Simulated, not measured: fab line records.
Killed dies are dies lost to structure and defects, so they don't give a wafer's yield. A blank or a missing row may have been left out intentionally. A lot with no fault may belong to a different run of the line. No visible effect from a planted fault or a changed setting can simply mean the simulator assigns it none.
Matching of chambers	flow n5-finfet	N5_BEOL_M12_CMP_49 on cmp-03: 4 sister chambers
The step polishes, stops on SiOC, t overpolish 20.6 s, target thk 320 nm. 7 wafers are shown with their chamber, then 8 later ones without.

== WAFERS PAIRED WITH THEIR CHAMBERS ==
wafer	chamber	barrier-field-endpoint-s (s)	motor-current-A (A)
L080.4	1	29.3	6.2
L090.1	1	29.6	6.4
L090.2	2	31.7	6.6
L089.1	3	29.0	6.3
L089.4	2	30.9	6.9
L089.6	0	28.2	6.3
L091.2	3	31.0	6.1

== WAFERS WHOSE CHAMBER IS MISSING ==
wafer	barrier-field-endpoint-s (s)	motor-current-A (A)
L091.3	31.9	6.8
L091.5	29.5	6.1
L092.1	32.2	7.2
L092.4	30.1	6.3
L092.5	30.1	6.2
L097.1	31.7	6.6
L097.4	30.6	6.0
L097.5	29.7	6.3

== EACH ONE'S CHAMBER ==
wafer	from the rows above	in truth
L091.3	2	2
L091.5	can't be placed: 3 or 1 or 0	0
L092.1	2	2
L092.4	can't be placed: 3 or 1 or 0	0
L092.5	can't be placed: 3 or 1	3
L097.1	2	2
L097.4	can't be placed: 3 or 1 or 0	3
L097.5	can't be placed: 1 or 3 or 0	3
Placed correctly: 3 of 8. Not placeable from these rows: 5 (in 5, the candidates include the true chamber). 0 placed wrongly.
How it was worked out, from the rows above alone: a wafer's distance from a chamber is the root of the sum, over the readings, of the square of ((its reading less the chamber's mean) divided by the reading's scatter). If the next closest chamber is less than 2 further off than the closest, the wafer can't be placed; otherwise it belongs to the closest. For every chamber, the mean is computed from those of its wafers that are shown. The scatter is the square root of a quotient: the sum, over the shown wafers, of each reading's squared deviation from its chamber's mean, divided by wafers minus chambers.
